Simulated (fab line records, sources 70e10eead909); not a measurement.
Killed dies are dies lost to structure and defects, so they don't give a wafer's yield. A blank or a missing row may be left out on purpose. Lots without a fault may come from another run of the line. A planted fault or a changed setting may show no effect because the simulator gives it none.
fab line records | flow nand_harc
record lots=24 wafers=72 last_day=33
route steps=1302 shown A_ONON_D2@563 A_CHANNEL_HOLE_D2@603 A_STAIRCASE@712
lots that met no fault: from a run of the same line without faults
start_h: hours from the record's first day to the start of the lot's first wafer shown | wait_h: hours since the lot's step before | " the same as in the row above | L1.1+2: a row that stands for several wafers | - no value, or no start given | * or withheld: withheld | < > ~ a bound
route shown NAME@n: a module of which the file shows steps, and the number in the route of the first | usual: mean/standard deviation of fault-free wafers | same: alike in all rows | chamber/n: place in a boat | sites: the reading at each site | _std_site: their standard deviation | _edge_site: outer sites' mean less inner sites' | radius_mm: how far each site lies from the wafer's centre | mask NAME#n: copy n | behind: the tool/chamber that last shaped the wafer | hold: why the lot was held/for how many hours/how that ended | device: the transistor (n, p or np) that didn't switch | end of line: the same wafers' tests at the end of the route | a step without rows: its recipe alone | killed: dies lost to structure and defects at the first sort, not the wafer's yield | map: a wafer's dies, x killed, . not, _ none there
set.NAME: the setting as run; set.NAME@STEP: as run at that earlier step | model.NAME: the simulator's own value behind a step, which no gauge read
steps of the route over a sample of lots; a table a step, a row a wafer
services: from which hour (start_h, from the record's first day; less than 0 if before it) a tool's chamber was out of use, for how many hours, and why
## steps
# step NHARC_A_ONON_D2_THK_MEAS_27
# recipe thk_meas_gauge=ellipsometry
# usual thk_nm=1000/9.5
# columns lot.wafer tool chamber start_h wait_h thk_nm
L074.2 film_metro-01 - 289.21 - 1000
L074.3 " - " " 1000
L074.5 " - " " 1002
L076.3 film_metro-01 - 294.06 - 1010
L076.5 " - " " 1009
L076.6 " - " " 1009
L075.2 film_metro-01 - 294.06 - 984
L075.3 " - " " 985
L075.5 " - " " 985
L077.2 film_metro-01 - 328.52 - 1006
L077.4 " - " " 1005
L077.6 " - " " 1008
L078.3 film_metro-02 - 328.55 - 1014
L078.4 " - " " 1014
L078.5 " - " " 1013
L079.2 film_metro-02 - 335.86 - 1000
L079.5 " - " " 998
L079.6 " - " " 1001
L080.3 film_metro-02 - 346.04 - 1007
L080.4 " - " " 1009
L080.6 " - " " 1007
L082.2 film_metro-01 - 362.25 - 981
L082.4 " - " " 981
L082.5 " - " " 978
L081.2 film_metro-02 - 362.26 - 1008
L081.4 " - " " 1005
L081.6 " - " " 1007
L084.3 film_metro-01 - 379.14 - 1011
L084.4 " - " " 1012
L084.6 " - " " 1012
L083.2 film_metro-01 - 379.14 - 996
L083.3 " - " " 994
L083.4 " - " " 995
L085.2 film_metro-01 - 394.43 - 992
L085.3 " - " " 994
L085.5 " - " " 993
L086.4 film_metro-02 - 403.37 - 1000
L086.5 " - " " 999
L086.6 " - " " 999
L087.3 film_metro-01 - 427.08 - 1011
L087.4 " - " " 1013
L087.6 " - " " 1010
L088.2 film_metro-02 - 427.11 - 985
L088.3 " - " " 984
L088.6 " - " " 986
L089.2 film_metro-01 - 430.87 - 993
L089.3 " - " " 992
L089.4 " - " " 992
L090.4 film_metro-02 - 448.59 - 1004
L090.5 " - " " 1004
L090.6 " - " " 1003
L091.3 film_metro-01 - 454.17 - 992
L091.4 " - " " 992
L091.5 " - " " 995
L092.3 film_metro-02 - 471.51 - 1013
L092.4 " - " " 1014
L092.5 " - " " 1012
L093.1 film_metro-01 - 471.53 - 1002
L093.5 " - " " 1002
L093.6 " - " " 1003
L094.1 film_metro-01 - 478.60 - 985
L094.3 " - " " 984
L094.6 " - " " 986
L095.1 film_metro-01 - 498.28 - 1006
L095.4 " - " " 1005
L095.5 " - " " 1004
L096.2 film_metro-02 - 505.45 - 998
L096.4 " - " " 998
L096.5 " - " " 999
L097.1 film_metro-01 - 513.80 - 999
L097.3 " - " " 1000
L097.5 " - " " 1000
# step NHARC_A_ONON_D2_INSPECT_32
# usual raw_defect_count=366/130
# columns lot.wafer tool chamber start_h wait_h raw_defect_count
L074.2 defect_inspect-02 - 290.34 0.0 286
L074.3 " - " " 283
L074.5 " - " " 286
L076.3 defect_inspect-01 - 295.17 0.0 430
L076.5 " - " " 352
L076.6 " - " " 472
L075.2 defect_inspect-02 - 295.31 0.0 336
L075.3 " - " " 341
L075.5 " - " " 464
L077.2 defect_inspect-01 - 329.64 0.0 352
L077.4 " - " " 272
L077.6 " - " " 366
L078.3 defect_inspect-02 - 329.68 0.0 228
L078.4 " - " " 303
L078.5 " - " " 296
L079.2 defect_inspect-01 - 336.98 0.0 427
L079.5 " - " " 225
L079.6 " - " " 351
L080.3 defect_inspect-01 - 347.16 0.0 186
L080.4 " - " " 257
L080.6 " - " " 268
L082.2 defect_inspect-01 - 363.35 0.0 438
L082.4 " - " " 356
L082.5 " - " " 387
L081.2 defect_inspect-02 - 363.42 0.0 227
L081.4 " - " " 355
L081.6 " - " " 458
L084.3 defect_inspect-02 - 380.24 0.0 311
L084.4 " - " " 319
L084.6 " - " " 306
L083.2 defect_inspect-02 - 380.25 0.0 266
L083.3 " - " " 645
L083.4 " - " " 468
L085.2 defect_inspect-02 - 395.55 0.0 431
L085.3 " - " " 454
L085.5 " - " " 705
L086.4 defect_inspect-02 - 404.50 0.0 441
L086.5 " - " " 339
L086.6 " - " " 395
L087.3 defect_inspect-01 - 428.20 0.0 231
L087.4 " - " " 422
L087.6 " - " " 524
L088.2 defect_inspect-02 - 428.22 0.0 378
L088.3 " - " " 236
L088.6 " - " " 358
L089.2 defect_inspect-02 - 432.09 0.0 510
L089.3 " - " " 665
L089.4 " - " " 806
L090.4 defect_inspect-01 - 449.69 0.0 181
L090.5 " - " " 253
L090.6 " - " " 212
L091.3 defect_inspect-01 - 455.28 0.0 412
L091.4 " - " " 344
L091.5 " - " " 377
L092.3 defect_inspect-02 - 472.61 0.0 307
L092.4 " - " " 475
L092.5 " - " " 388
L093.1 defect_inspect-01 - 472.66 0.0 239
L093.5 " - " " 260
L093.6 " - " " 235
L094.1 defect_inspect-01 - 479.72 0.0 393
L094.3 " - " " 390
L094.6 " - " " 379
L095.1 defect_inspect-02 - 499.42 0.0 386
L095.4 " - " " 586
L095.5 " - " " 340
L096.2 defect_inspect-02 - 506.58 0.0 312
L096.4 " - " " 347
L096.5 " - " " 323
L097.1 defect_inspect-02 - 514.92 0.0 227
L097.3 " - " " 291
L097.5 " - " " 176
# step NHARC_A_CHANNEL_HOLE_D2_ETCH_44
# recipe target_depth_a=1400 overetch_a=140 time_s=77 ion_energy_ev=100 cf4_flow_sccm=80 o2_flow_sccm=20 ar_flow_sccm=0 rf_w=300 bias_w=100 chemistry=CF4/O2
# usual drypump_motor_current_A=5.7/0.51 mfc_ar_sccm=0.017/0.015 o2_flow_sccm=20.00/0.063 oes_f_703_au=1.000/0.004 oes_o_777_au=1.001/0.0042 oes_product_au=1.002/0.0096 rf_vpp_V=198.5/1.4 showerhead_plenum_p_Torr=1.37/0.051 throttle_valve_pct=13.397/0.0092
# columns lot.wafer tool chamber start_h wait_h drypump_motor_current_A mfc_ar_sccm o2_flow_sccm oes_f_703_au oes_o_777_au oes_product_au rf_hours_counter_h rf_vpp_V showerhead_plenum_p_Torr throttle_valve_pct
L074.3 rie_diel-04 1 299.16 0.1 5.3 0.004 20.04 1.003 1.007 1.013 6 198.6 1.41 13.401
L074.2 " 3 " " 6.2 0 20.04 1.003 1.004 1.003 6 200.0 1.39 13.407
L074.5 " 2 " " 5.2 0.015 20.02 1.004 1.003 1.009 - 199.7 1.43 13.412
L076.3 rie_diel-01 2 306.80 0.1 4.9 0.037 20.00 1.001 1.000 1.006 7 197.5 1.32 13.401
L076.5 " 2 " " 4.9 0.037 19.94 1.006 1.006 1.010 - 198.3 1.32 13.378
L076.6 " 3 " " 5.8 0.026 19.99 1.010 1.002 0.994 - 198.6 1.35 13.392
L075.3 rie_diel-04 2 308.89 0.1 5.2 0.015 19.89 0.997 0.995 1.019 7 199.3 1.43 13.392
L075.2 " 0 " " 6.3 0.042 20.01 0.995 0.999 1.008 8 198.4 1.41 13.385
L075.5 " 1 " " 5.4 0.004 19.86 0.995 1.000 1.006 - 197.3 1.41 13.382
L077.2 rie_diel-04 3 338.50 0.1 6.1 0 20.19 0.999 1.004 1.002 9 199.7 1.39 13.408
L077.4 " 0 " " 6.3 0.042 20.03 1.002 1.006 0.995 9 198.8 1.41 13.415
L077.6 " 1 " " 5.4 0.004 20.12 1.007 1.005 1.000 - 199.0 1.41 13.400
L078.4 rie_diel-01 2 341.00 0.1 4.9 0.037 19.94 1.002 1.003 0.996 8 196.5 1.32 13.396
L078.3 " 1 " " 6.1 0 20.01 1.002 1.001 1.008 9 195.6 1.28 13.386
L078.5 " 3 " " 5.8 0.026 20.09 1.000 1.004 0.981 - 199.1 1.35 13.381
L079.2 rie_diel-01 1 346.02 0.1 6.2 0 20.02 0.999 0.998 1.001 9 196.2 1.28 13.411
L079.6 " 1 " " 6.2 0 19.96 0.994 0.989 1.008 - 196.9 1.28 13.402
L079.5 " 3 " " 5.8 0.026 20.10 0.997 0.998 0.990 - 198.7 1.34 13.405
L080.3 rie_diel-01 0 360.06 0.1 6.4 0.018 19.91 1.000 1.005 0.993 9 198.7 1.36 13.382
L080.4 " 3 " " 5.8 0.026 19.94 1.006 1.002 0.989 9 198.1 1.35 13.400
L080.6 " 0 " " 6.4 0.018 20.05 1.000 1.001 0.982 - 198.2 1.36 13.389
L082.2 rie_diel-04 1 374.60 0.1 5.3 0.004 19.91 1.007 1.005 1.003 1 198.7 1.41 13.406
L082.4 " 3 " " 6.1 0 20.06 0.994 0.994 1.003 1 197.5 1.39 13.400
L082.5 " 0 " " 6.3 0.042 19.99 0.998 0.998 1.013 - 200.2 1.41 13.404
L081.4 rie_diel-01 0 375.07 0.1 6.4 0.018 20.07 1.000 0.998 0.994 11 198.2 1.36 13.400
L081.2 " 2 " " 4.9 0.037 19.94 1.001 0.997 1.000 11 197.8 1.32 13.384
L081.6 " 3 " " 5.8 0.026 19.98 0.994 1.000 0.984 - 197.9 1.34 13.404
L084.3 rie_diel-04 3 389.07 0.1 6.1 0 19.97 1.000 0.993 0.999 2 197.6 1.39 13.401
L084.4 " 0 " " 6.3 0.042 19.88 1.004 1.000 1.011 2 200.0 1.40 13.404
L084.6 " 2 " " 5.2 0.015 20.12 1.002 0.997 0.997 - 200.4 1.43 13.400
L083.2 rie_diel-04 0 393.22 0.1 6.3 0.042 20.08 0.998 0.996 1.011 2 198.7 1.40 13.402
L083.3 " 1 " " 5.3 0.004 20.02 0.997 1.003 1.015 1 199.9 1.41 13.395
L083.4 " 2 " " 5.2 0.015 19.99 0.999 0.996 1.002 2 198.8 1.43 13.391
L085.3 rie_diel-04 2 405.09 0.1 5.2 0.015 19.92 1.002 1.012 0.996 3 199.0 1.43 13.387
L085.2 " 0 " " 6.3 0.042 20.10 1.000 0.997 1.009 2 200.5 1.40 13.395
L085.5 " 1 " " 5.3 0.004 20.04 0.999 1.002 1.007 - 199.0 1.41 13.388
L086.4 rie_diel-01 3 413.31 0.1 5.7 0.026 20.07 1.002 1.003 0.991 1 198.1 1.34 13.396
L086.6 " 0 " " 6.4 0.018 19.88 0.997 1.002 1.002 - 198.2 1.36 13.410
L086.5 " 1 " " 6.2 0 19.94 0.998 0.995 1.002 - 196.5 1.28 13.389
L087.4 rie_diel-01 1 440.68 0.1 6.2 0 19.95 0.999 1.000 1.013 3 197.9 1.28 13.399
L087.3 " 2 " " 4.9 0.037 20.03 1.000 0.998 1.002 3 197.2 1.32 13.397
L087.6 " 1 " " 6.1 0 19.96 1.007 1.007 1.003 - 196.3 1.28 13.401
L088.2 rie_diel-02 2 440.90 0.1 5.4 0.015 20.05 0.991 1.001 1.004 1 194.7 1.24 13.399
L088.3 " 3 " " 5.3 0.015 19.96 1.003 1.003 1.020 1 199.4 1.40 13.411
L088.6 " 1 " " 6.3 0.006 20.04 0.999 0.995 1.018 - 196.4 1.29 13.419
L089.4 rie_diel-01 0 444.85 0.1 6.4 0.018 19.94 0.994 0.998 0.999 4 197.5 1.36 13.388
L089.2 " 1 " " 6.2 0 19.93 1.003 1.004 1.008 3 196.4 1.28 13.416
L089.3 " 2 " " 4.9 0.037 20.15 0.998 1.011 0.997 3 198.0 1.32 13.395
L090.4 rie_diel-04 1 462.65 0.1 5.4 0.004 19.97 0.993 1.002 0.997 6 199.8 1.41 13.406
L090.6 " 2 " " 5.2 0.015 20.01 1.000 1.004 1.001 - 199.0 1.43 13.384
L090.5 " 3 " " 6.2 0 19.95 1.001 1.012 0.992 - 201.5 1.39 13.391
L091.4 rie_diel-04 1 465.58 0.1 5.3 0.004 19.99 1.001 1.002 1.005 7 200.1 1.41 13.405
L091.3 " 0 " " 6.3 0.042 20.00 0.992 1.001 1.018 7 200.6 1.40 13.405
L091.5 " 2 " " 5.2 0.015 20.05 0.999 1.001 1.002 - 200.1 1.43 13.400
L092.3 rie_diel-04 0 481.44 0.1 6.3 0.042 19.91 1.000 0.997 1.011 8 199.7 1.40 13.397
L092.4 " 3 " " 6.1 0 19.90 0.995 1.000 0.990 7 198.1 1.39 13.377
L092.5 " 0 " " 6.3 0.042 20.06 1.004 1.003 1.005 - 200.7 1.40 13.386
L093.1 rie_diel-02 0 482.04 0.1 5.4 0 19.99 0.998 1.003 1.002 4 196.1 1.30 13.392
L093.6 " 3 " " 5.3 0.015 19.98 0.998 0.995 1.023 - 198.8 1.40 13.391
L093.5 " 0 " " 5.4 0 19.90 0.997 0.995 0.993 - 197.3 1.30 13.389
L094.3 rie_diel-04 2 490.50 0.1 5.2 0.015 19.99 1.001 0.991 1.007 8 200.2 1.43 13.401
L094.1 " 0 " " 6.3 0.042 19.92 0.997 1.001 1.019 8 197.5 1.40 13.403
L094.6 " 2 " " 5.2 0.015 20.07 0.998 1.001 1.012 - 199.5 1.43 13.404
L095.1 rie_diel-01 2 508.10 0.1 4.9 0.037 20.04 1.004 1.002 1.006 6 198.9 1.32 13.402
L095.4 " 1 " " 6.1 0 19.99 0.996 0.995 0.999 6 197.5 1.28 13.399
L095.5 " 2 " " 4.9 0.037 20.05 1.005 0.998 1.002 - 197.9 1.32 13.389
L096.2 rie_diel-04 3 515.94 0.1 6.2 0 20.05 0.999 1.001 0.988 8 198.2 1.39 13.412
L096.4 " 2 " " 5.2 0.015 20.04 1.006 1.004 1.001 9 199.2 1.43 13.402
L096.5 " 0 " " 6.3 0.042 20.07 0.994 1.006 1.015 - 198.3 1.40 13.379
L097.1 rie_diel-04 1 523.75 0.1 5.3 0.004 20.06 1.000 1.003 1.011 9 199.3 1.41 13.403
L097.3 " 2 " " 5.2 0.015 19.97 1.006 0.999 1.007 9 201.6 1.43 13.391
L097.5 " 2 " " 5.2 0.015 19.99 1.001 1.000 1.007 - 200.2 1.43 13.396
# step NHARC_A_STAIRCASE_TRIM_198
# recipe time_s=211.2 o2_flow_sccm=500 ar_flow_sccm=0 bias_w=0 chemistry=O2
# usual drypump_motor_current_A=5.9/0.44 mfc_ar_sccm=0.004/0.0082 o2_flow_sccm=499.9/1.3 oes_product_au=1.003/0.01 rf_vpp_V=57.7/0.93 showerhead_plenum_p_Torr=3.51/0.14 throttle_valve_pct=17.036/0.0096
# columns lot.wafer tool chamber start_h wait_h drypump_motor_current_A mfc_ar_sccm o2_flow_sccm oes_product_au rf_hours_counter_h rf_vpp_V showerhead_plenum_p_Torr throttle_valve_pct
L074.2 rie_diel-07 0 - - 5.1 0 498.5 1.002 9 59.1 3.47 17.035
L074.3 " 1 " " 6.3 0 501.6 0.985 19 56.2 3.55 17.015
L074.5 " 1 " " 6.3 0 500.6 0.993 - 55.9 3.55 17.048
L075.2 rie_diel-11 1 - - 6.4 0 500.4 1.017 32 58.9 3.61 17.027
L075.3 " 3 " " 6.3 0.027 502.6 1.001 33 57.1 3.63 17.027
L075.5 " 1 " " 6.4 0 499.4 1.011 - 58.3 3.61 17.042
L076.3 rie_diel-07 3 - - 6.0 0.009 499.8 1.000 21 60.0 3.48 17.035
L076.6 " 1 " " 6.3 0 498.5 0.991 - 58.0 3.54 17.030
L076.5 " 2 " " 5.8 0 498.2 0.993 - 54.9 3.32 17.016
L077.2 rie_diel-11 0 - - 5.3 0 500.9 0.988 43 57.3 3.75 17.053
L077.6 " 1 " " 6.4 0 501.6 1.000 - 58.1 3.60 17.052
L077.4 " 3 " " 6.3 0.027 500.7 1.011 - 58.1 3.63 17.043
L078.3 rie_diel-11 1 - - 6.4 0 500.8 1.012 46 58.5 3.60 17.041
L078.4 " 3 " " 6.3 0.027 500.2 1.007 49 57.2 3.62 17.044
L078.5 " 1 " " 6.4 0 501.3 1.014 - 56.1 3.60 17.038
L079.2 rie_diel-10 3 - - 6.2 0 499.9 1.001 57 58.3 3.57 17.028
L079.5 " 3 " " 6.2 0 498.3 0.999 - 57.3 3.57 17.033
L079.6 " 0 " " 6.3 0.019 500.1 1.005 - 57.5 3.49 17.023
L080.4 rie_diel-10 0 - - 6.3 0.019 500.2 1.014 55 59.0 3.49 17.028
L080.3 " 1 " " 6.1 0 500.2 0.991 46 57.1 3.44 17.058
L080.6 " 0 " " 6.3 0.019 502.2 1.004 - 56.7 3.49 17.048
L082.4 rie_diel-10 0 - - 6.3 0.019 499.7 1.024 1 56.8 3.48 17.040
L082.2 " 1 " " 6.1 0 500.5 1.002 1 58.1 3.44 17.026
L082.5 " 3 " " 6.2 0 497.2 1.015 - 57.1 3.57 17.020
L081.2 rie_diel-07 2 - - 5.7 0 498.1 0.983 44 56.0 3.31 17.049
L081.4 " 3 " " 6.0 0.009 499.3 1.005 42 57.9 3.47 17.038
L081.6 " 0 " " 5.1 0 500.4 0.999 - 57.5 3.45 17.048
L084.3 rie_diel-10 2 - - 5.5 0 501.8 1.007 4 57.8 3.81 17.048
L084.4 " 3 " " 6.1 0 499.2 1.008 5 58.4 3.57 17.047
L084.6 " 2 " " 5.5 0 501.2 1.009 - 57.7 3.81 17.035
L083.2 rie_diel-11 0 - - 5.3 0 498.2 1.005 1 57.5 3.74 17.028
L083.3 " 1 " " 6.4 0 499.1 1.021 1 57.2 3.59 17.034
L083.4 " 3 " " 6.3 0.027 500.8 0.989 1 57.9 3.62 17.036
L085.3 rie_diel-07 3 - - 6.1 0.009 499.8 1.001 52 58.4 3.46 17.037
L085.2 " 0 " " 5.1 0 500.4 1.006 38 57.3 3.45 17.050
L085.5 " 3 " " 6.0 0.009 499.6 1.013 - 57.0 3.46 17.030
L086.4 rie_diel-11 1 - - 6.3 0 500.6 1.013 8 56.8 3.59 17.043
L086.6 " 2 " " 5.5 0 501.3 0.994 - 56.4 3.38 17.043
L086.5 " 3 " " 6.3 0.027 501.2 1.008 - 57.8 3.61 17.035
L088.2 rie_diel-11 1 - - 6.4 0 497.9 1.018 16 59.0 3.58 17.043
L088.3 " 2 " " 5.6 0 500.7 1.005 16 57.2 3.37 17.043
L088.6 " 0 " " 5.3 0 499.1 1.006 - 58.9 3.73 17.044
L087.3 rie_diel-07 0 - - 5.1 0 500.9 0.993 5 56.8 3.44 17.035
L087.4 " 1 " " 6.3 0 500.2 0.994 6 57.0 3.52 17.036
L087.6 " 3 " " 6.0 0.009 498.3 0.991 - 57.5 3.46 17.033
L089.3 rie_diel-07 0 - - 5.1 0 500.9 1.001 7 58.8 3.44 17.024
L089.4 " 1 " " 6.3 0 501.6 0.992 8 57.0 3.52 17.022
L089.2 " 3 " " 6.1 0.009 497.3 1.001 5 58.1 3.46 17.035
L090.4 rie_diel-07 1 - - 6.3 0 501.3 1.010 15 58.5 3.52 17.034
L090.6 " 2 " " 5.8 0 500.0 1.009 - 57.1 3.29 17.047
L090.5 " 3 " " 6.1 0.009 498.6 1.004 - 58.7 3.45 17.042
L091.4 rie_diel-11 2 - - 5.6 0 499.5 1.006 27 58.3 3.37 17.018
L091.3 " 0 " " 5.3 0 501.0 1.003 29 58.5 3.72 17.037
L091.5 " 1 " " 6.4 0 498.4 1.015 - 58.1 3.57 17.041
L092.4 rie_diel-07 0 - - 5.1 0 499.0 1.005 17 58.4 3.44 17.021
L092.3 " 1 " " 6.3 0 498.9 1.004 18 58.6 3.52 17.035
L092.5 " 3 " " 6.1 0.009 500.3 1.000 - 56.4 3.45 17.033
L093.1 rie_diel-10 2 - - 5.5 0 500.8 1.020 34 58.1 3.79 17.049
L093.6 " 2 " " 5.5 0 500.5 1.012 - 57.3 3.79 17.027
L093.5 " 3 " " 6.1 0 500.3 1.011 - 57.2 3.55 17.038
L094.3 rie_diel-11 0 - - 5.3 0 498.9 1.008 36 57.6 3.72 17.044
L094.1 " 1 " " 6.4 0 497.7 1.022 35 57.3 3.57 17.038
L094.6 " 3 " " 6.3 0.027 501.4 0.996 - 59.2 3.60 17.046
L095.1 rie_diel-10 1 - - 6.1 0 498.3 0.999 49 57.6 3.41 17.042
L095.4 " 3 " " 6.2 0 500.6 1.001 42 59.5 3.55 17.039
L095.5 " 1 " " 6.1 0 499.6 0.995 - 57.7 3.41 17.036
L096.2 rie_diel-07 3 - - 6.0 0.009 497.9 0.992 29 57.0 3.44 17.023
L096.4 " 3 " " 6.0 0.009 498.3 0.995 - 56.5 3.45 17.025
L096.5 " 2 " " 5.8 0 500.7 0.994 - 59.4 3.29 17.039
L097.3 rie_diel-07 3 - - 6.0 0.009 501.1 0.992 30 57.8 3.44 17.039
L097.1 " 1 " " 6.3 0 501.8 0.999 28 57.0 3.51 17.038
L097.5 " 0 " " 5.1 0 499.2 0.999 - 59.0 3.43 17.042
# step NHARC_A_STAIRCASE_ETCH_199
# recipe target_depth_a=1000 time_s=40.5 ion_energy_ev=400 c4f8_flow_sccm=20 o2_flow_sccm=10 ar_flow_sccm=withheld rf_w=600 bias_w=1000 chemistry=C4F8/O2
# usual oes_product_au=0.949/0.015 rf_vpp_V=895/5
# columns lot.wafer tool chamber start_h wait_h oes_product_au rf_hours_counter_h rf_vpp_V
L074.3 rie_diel-07 2 - - 0.940 21 888
L074.2 " 0 " " 0.954 10 895
L074.5 " 2 " " 0.952 - 888
L075.2 rie_diel-11 3 - - 0.929 33 902
L075.3 " 0 " " 0.947 32 905
L075.5 " 0 " " 0.940 - 905
L076.3 rie_diel-07 2 - - 0.931 22 890
L076.5 " 0 " " 0.960 - 893
L076.6 " 1 " " 0.936 - 896
L077.2 rie_diel-11 3 - - 0.958 45 900
L077.4 " 3 " " 0.952 - 898
L077.6 " 0 " " 0.949 - 904
L078.3 rie_diel-11 1 - - 0.964 46 898
L078.4 " 3 " " 0.968 49 901
L078.5 " 2 " " 0.965 - 891
L079.2 rie_diel-10 0 - - 0.944 51 894
L079.6 " 1 " " 0.932 - 892
L079.5 " 2 " " 0.965 - 887
L080.4 rie_diel-10 2 - - 0.957 57 888
L080.3 " 1 " " 0.929 46 892
L080.6 " 3 " " 0.944 - 897
L082.4 rie_diel-10 3 - - 0.952 1 898
L082.2 " 0 " " 0.982 1 895
L082.5 " 0 " " 0.974 - 894
L081.2 rie_diel-07 1 - - 0.946 40 896
L081.4 " 2 " " 0.938 44 890
L081.6 " 1 " " 0.942 - 896
L084.3 rie_diel-10 2 - - 0.977 4 906
L084.4 " 3 " " 0.965 5 897
L084.6 " 2 " " 0.962 - 907
L083.2 rie_diel-11 3 - - 0.941 1 899
L083.3 " 0 " " 0.934 1 904
L083.4 " 2 " " 0.924 1 890
L085.2 rie_diel-07 1 - - 0.995 46 896
L085.3 " 0 " " 0.941 38 893
L085.5 " 2 " " 0.925 - 886
L086.4 rie_diel-11 2 - - 0.941 8 890
L086.6 " 1 " " 0.961 - 899
L086.5 " 2 " " 0.946 - 891
L088.3 rie_diel-11 0 - - 0.947 15 903
L088.2 " 1 " " 0.953 16 897
L088.6 " 0 " " 0.950 - 902
L087.4 rie_diel-07 2 - - 0.952 4 887
L087.3 " 0 " " 0.958 5 892
L087.6 " 1 " " 0.946 - 896
L089.4 rie_diel-07 3 - - 0.920 5 895
L089.3 " 1 " " 0.917 8 896
L089.2 " 2 " " 0.923 6 889
L090.4 rie_diel-07 2 - - 0.941 11 887
L090.5 " 3 " " 0.937 - 894
L090.6 " 0 " " 0.944 - 893
L091.3 rie_diel-11 2 - - 0.946 27 891
L091.4 " 0 " " 0.979 29 903
L091.5 " 2 " " 0.939 - 891
L092.3 rie_diel-07 3 - - 0.945 13 893
L092.4 " 1 " " 0.973 18 896
L092.5 " 2 " " 0.977 - 887
L093.1 rie_diel-10 0 - - 0.954 36 895
L093.5 " 2 " " 0.957 - 905
L093.6 " 3 " " 0.950 - 897
L094.3 rie_diel-11 3 - - 0.934 34 898
L094.1 " 0 " " 0.948 36 903
L094.6 " 0 " " 0.951 - 901
L095.4 rie_diel-10 0 - - 0.971 45 894
L095.1 " 2 " " 0.970 45 905
L095.5 " 1 " " 0.950 - 892
L096.2 rie_diel-07 2 - - 0.934 28 887
L096.4 " 2 " " 0.944 - 888
L096.5 " 3 " " 0.934 - 892
L097.1 rie_diel-07 2 - - 0.943 31 886
L097.3 " 3 " " 0.943 30 892
L097.5 " 1 " " 0.936 - 896
# step NHARC_A_STAIRCASE_ETCH_225
# recipe target_depth_a=1000 time_s=40.5 ion_energy_ev=400 c4f8_flow_sccm=20 o2_flow_sccm=10 ar_flow_sccm=withheld rf_w=600 bias_w=1000 chemistry=C4F8/O2
# usual oes_product_au=0.947/0.011 rf_vpp_V=895/4.9
# columns lot.wafer tool chamber start_h wait_h oes_product_au rf_hours_counter_h rf_vpp_V
L074.3 rie_diel-10 2 - - 0.959 36 888
L074.2 " 0 " " 0.945 37 895
L074.5 " 0 " " 0.952 - 895
L075.2 rie_diel-10 0 - - 0.944 38 895
L075.3 " 2 " " 0.954 36 886
L075.5 " 2 " " 0.954 - 887
L076.3 rie_diel-07 2 - - 0.940 23 888
L076.5 " 1 " " 0.937 - 896
L076.6 " 2 " " 0.939 - 889
L077.2 rie_diel-07 3 - - 0.951 28 894
L077.4 " 0 " " 0.956 18 893
L077.6 " 2 " " 0.928 - 888
L078.3 rie_diel-10 2 - - 0.943 53 887
L078.4 " 3 " " 0.951 57 898
L078.5 " 0 " " 0.937 - 895
L079.2 rie_diel-07 2 - - 0.940 31 887
L079.6 " 2 " " 0.924 - 887
L079.5 " 3 " " 0.947 - 896
L080.3 rie_diel-11 3 - - 0.970 54 900
L080.4 " 1 " " 0.943 56 898
L080.6 " 2 " " 0.956 - 892
L082.2 rie_diel-10 3 - - 0.932 2 899
L082.4 " 0 " " 0.950 2 894
L082.5 " 0 " " 0.953 - 894
L081.2 rie_diel-10 2 - - 0.939 2 906
L081.4 " 3 " " 0.922 3 898
L081.6 " 1 " " 0.928 - 894
L084.3 rie_diel-10 3 - - 0.949 5 898
L084.6 " 3 " " 0.953 - 898
L084.4 " 0 " " 0.954 - 894
L083.3 rie_diel-11 0 - - 0.956 3 902
L083.2 " 1 " " 0.950 3 899
L083.4 " 2 " " 0.943 3 892
L085.3 rie_diel-10 2 - - 0.966 9 905
L085.2 " 3 " " 0.951 9 897
L085.5 " 3 " " 0.952 - 899
L086.4 rie_diel-10 2 - - 0.952 14 905
L086.5 " 2 " " 0.958 - 907
L086.6 " 3 " " 0.954 - 896
L088.3 rie_diel-11 0 - - 0.940 16 905
L088.2 " 3 " " 0.934 17 900
L088.6 " 1 " " 0.957 - 897
L087.4 rie_diel-10 0 - - 0.956 20 894
L087.3 " 1 " " 0.943 23 893
L087.6 " 2 " " 0.963 - 907
L089.2 rie_diel-10 0 - - 0.972 23 895
L089.3 " 1 " " 0.957 26 892
L089.4 " 2 " " 0.962 23 906
L090.4 rie_diel-10 0 - - 0.951 32 895
L090.6 " 1 " " 0.951 - 891
L090.5 " 2 " " 0.963 - 906
L091.3 rie_diel-07 2 - - 0.948 14 886
L091.4 " 3 " " 0.950 12 893
L091.5 " 2 " " 0.946 - 888
L092.4 rie_diel-07 1 - - 0.942 19 895
L092.3 " 2 " " 0.945 15 887
L092.5 " 0 " " 0.931 - 893
L093.1 rie_diel-07 1 - - 0.949 21 895
L093.5 " 0 " " 0.936 - 894
L093.6 " 1 " " 0.933 - 894
L094.1 rie_diel-07 1 - - 0.953 23 895
L094.3 " 2 " " 0.935 20 886
L094.6 " 2 " " 0.940 - 886
L095.1 rie_diel-11 0 - - 0.954 42 901
L095.4 " 1 " " 0.969 41 898
L095.5 " 3 " " 0.932 - 899
L096.4 rie_diel-11 3 - - 0.940 41 898
L096.2 " 1 " " 0.973 43 899
L096.5 " 0 " " 0.972 - 903
L097.3 rie_diel-10 1 - - 0.932 54 890
L097.1 " 3 " " 0.955 48 896
L097.5 " 0 " " 0.948 - 894
## services
# columns tool chamber start_h hours kind
rie_diel-01 1 288.30 1.6 repair
rie_diel-07 - 295.07 9.0 pm
rie_diel-07 0 316.51 20.6 repair
rie_diel-01 - 339.86 0.5 repair
rie_diel-01 - 342.83 2.2 repair
rie_diel-07 2 347.87 6.1 repair
rie_diel-11 - 351.69 0.6 repair
rie_diel-04 - 354.90 9.0 pm
rie_diel-10 1 355.09 12.8 repair
rie_diel-04 1 375.06 8.3 repair
rie_diel-01 - 380.99 9.0 pm
rie_diel-04 3 393.68 12.1 repair
rie_diel-11 2 395.11 2.1 repair
rie_diel-01 - 404.88 0.4 repair
rie_diel-10 - 425.53 9.0 pm
rie_diel-11 - 434.90 9.0 pm
rie_diel-10 2 450.87 4.9 repair
rie_diel-07 - 453.36 0.3 repair
rie_diel-07 1 458.45 2.3 repair
rie_diel-07 1 461.42 3.5 repair
rie_diel-01 1 464.60 17.9 repair
rie_diel-07 - 473.11 9.0 pm
rie_diel-04 - 531.90 9.0 pm
rie_diel-10 2 582.99 5.5 repair
## key
fault none
